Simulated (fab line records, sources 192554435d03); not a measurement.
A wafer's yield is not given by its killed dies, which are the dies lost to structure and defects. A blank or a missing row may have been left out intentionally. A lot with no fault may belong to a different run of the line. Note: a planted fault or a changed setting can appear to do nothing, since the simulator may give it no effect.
Comparing a struck lot with a sound one || flow n5-finfet || 26 steps out of a route of 1938
Sound: wafers L546.1, L546.2, L546.6. Wafers struck: L557.3, L557.5, L557.6. The cause is given at the end.
Order at every step that has rows: each side's tool, ch and its chambers, its first start. Under that, the readings that differ: sound wafers || struck wafers || difference of the means || sigmas: that difference in standard deviations of wafers without a fault.
alike: words and numbers the same on both sides, and readings whose means are apart by under 2 such deviations; not compared: readings that were withheld, readings missing a value for some wafer, numbers with overlapping values and no deviation given by the record, and bounds like >300 which may hide the same value.
Wherever a step has rows on one side only, a row that says differs or no value, or a row with sigmas, the two part there. Numbers that don't overlap but have no deviation are shown without sigmas and don't part them. A reading missing from all wafers of one side parts the sides only when that side holds two or more wafers.

first, 2 steps without rows for these wafers: N5_BEOL_M5_STRIP_63 (strips in N2/H2); N5_BEOL_M5_STRIP_73 (strips in N2/H2).
N5_BEOL_M5_STRIP_64: strips in CF4.
  sound on rie-diel-01 ch 0,2, day 9 22:01; struck on rie-diel-03 ch 0,1,2, day 12 20:10
  alike: cf4-flow-sccm, chamber-pressure-mTorr, drypump-motor-current-A, oes-product-au, rf-vpp-V, showerhead-plenum-p-Torr, throttle-valve-pct
  not compared: rf-hours-counter-h
N5_BEOL_M5_HM_OPEN_17: chemistry Cl2/BCl3, target TiN, target depth 20 nm, overetch 6 nm.
  sound on rie-metal-03 ch 0,1, day 9 22:04; struck on rie-metal-02 ch 1, day 12 20:17
  alike: chamber-pressure-mTorr, drypump-motor-current-A, mfc-cl2-sccm, oes-product-au, throttle-valve-pct
  not compared: rf-hours-counter-h
N5_BEOL_M5_STRIP_19: strips in O2.
  sound on rie-diel-05 ch 0,2,3, day 9 22:24; struck on rie-diel-05 ch 0,1,2, day 12 20:29
  alike: chamber-pressure-mTorr, drypump-motor-current-A, oes-product-au, rf-vpp-V, showerhead-plenum-p-Torr, temp-c, throttle-valve-pct
  not compared: rf-hours-counter-h
N5_BEOL_M5_CD_MEAS_18: pitch 56 nm, target cd 28 nm.
  struck on cd-sem-03, day 12 20:34; sound on cd-sem-02, day 9 22:28
  alike: cd-nm
then, 6 steps without rows for these wafers: N5_BEOL_M5_COAT_65 (time 60 s, resist thk 60 nm); N5_BEOL_M5_COAT_66 (time 60 s, resist thk 12 nm); N5_BEOL_M5_COAT_74 (time 60 s, resist thk 5 nm); N5_BEOL_M5_COAT_22 (resist thk 30 nm); N5_BEOL_M5_EBR_24; N5_BEOL_M5_SOFTBAKE_23 (time 60 s).
N5_BEOL_M5_EXPOSE_25: exposes mask V4, defocus 10 nm.
  sound on euv-scanner-01 ch 0, day 10 00:53; struck on euv-scanner-01 ch 0, day 12 20:53
{"reading": "exposure-dose-mJ-cm2", "sound": "52.74 52.75 52.71", "struck": "55.39 55.41 55.39", "difference": "+2.66", "sigmas": "+55"}
  alike: mask
then, 2 steps without rows for these wafers: N5_BEOL_M5_PEB_26 (peb time 60 s); N5_BEOL_M5_DEVELOP_27 (develop time 30 s).
N5_BEOL_M5_CD_MEAS_28: target cd 30.6 nm, target cd y 20 nm.
  sound on cd-sem-01 ch 0, day 10 01:01; struck on cd-sem-03 ch 0, day 12 21:01
{"reading": "cd-nm (nm)", "sound": "30.37 30.96 30.67", "struck": "31.39 31.38 31.68", "difference": "+0.82", "sigmas": "+4"}
N5_BEOL_M5_OVL_MEAS_29:
  sound on overlay-01 ch 0, day 10 01:04; struck on overlay-01 ch 0, day 12 21:04
  alike: V4_OVL
N5_BEOL_M5_INSPECT_30: inspects for defects (brightfield).
  struck on defect-inspect-02, day 12 21:06; sound on defect-inspect-02, day 10 01:08
  alike: raw-defect-count
N5_BEOL_M5_DESCUM_33: chemistry O2, time 7 s.
  sound on rie-diel-05 ch 0,1, day 10 01:10; struck on rie-diel-05 ch 0,2,3, day 12 21:12
  alike: chamber-pressure-mTorr, drypump-motor-current-A, oes-product-au, rf-vpp-V, showerhead-plenum-p-Torr, temp-c, throttle-valve-pct
  not compared: rf-hours-counter-h
N5_BEOL_M5_ETCH_75: etches underlayer in N2/H2, target depth 6.5 nm, time 5.2 s.
  sound on rie-diel-05 ch 0,1, day 10 01:12; struck on rie-diel-05 ch 0,2,3, day 12 21:14
{"reading": "model.BEOL_M5.cd-nm (nm)", "sound": "27.8 27.8 28.2", "struck": "29.4 29.2 28.6", "difference": "+1.1", "sigmas": ""}
  alike: chamber-pressure-mTorr, drypump-motor-current-A, etch-rf-on-time-s, h2-flow-sccm, oes-product-au, rf-vpp-V, showerhead-plenum-p-Torr, throttle-valve-pct
  not compared: rf-hours-counter-h
then, 1 step without rows for these wafers: N5_BEOL_M5_ETCH_67 (etches SiARC in CF4, target depth 15.6 nm, time 26 s).
N5_BEOL_M5_ETCH_68: etches SOC in N2/H2, target depth 80 nm, overetch 16 nm, time 120 s.
  sound on rie-diel-05 ch 0,1, day 10 01:14; struck on rie-diel-05 ch 0,2,3, day 12 21:17
  alike: chamber-pressure-mTorr, drypump-motor-current-A, h2-flow-sccm, oes-product-au, rf-vpp-V, showerhead-plenum-p-Torr, temp-c, throttle-valve-pct
  not compared: rf-hours-counter-h
then, 2 steps without rows for these wafers: N5_BEOL_M5_STRIP_69 (strips in N2/H2); N5_BEOL_M5_STRIP_76 (strips in N2/H2).
N5_BEOL_M5_VIA_ETCH_34: etches SiCOH lowk in C4F6/O2, target depth 88.3 nm, time 39.2 s.
  sound on rie-diel-05 ch 0,1, day 10 01:20; struck on rie-diel-05 ch 0,2,3, day 12 21:23
{"reading": "model.BEOL_M5.cd-nm (nm)", "sound": "28 28 28.2", "struck": "29.8 29.4 28.6", "difference": "+1.2", "sigmas": ""}
  alike: chamber-pressure-mTorr, drypump-motor-current-A, oes-product-au, rf-vpp-V, showerhead-plenum-p-Torr, throttle-valve-pct
  not compared: rf-hours-counter-h
then, 1 step without rows for these wafers: N5_BEOL_M5_STRIP_85 (strips in C4F6/O2).

== WHERE THEY PART ==
At N5_BEOL_M5_EXPOSE_25 first; at N5_BEOL_M5_CD_MEAS_28 last (within this record only). Later steps at which nothing parts them and some readings are alike: N5_BEOL_M5_OVL_MEAS_29, N5_BEOL_M5_INSPECT_30, N5_BEOL_M5_DESCUM_33, N5_BEOL_M5_ETCH_75, N5_BEOL_M5_ETCH_68, N5_BEOL_M5_VIA_ETCH_34.

WHY: whatever the simulator had introduced
Process parameters drifting: euv-scanner-01 at N5_BEOL_M5_EXPOSE_25, beginning at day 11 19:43. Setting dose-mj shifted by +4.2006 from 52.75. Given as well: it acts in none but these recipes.
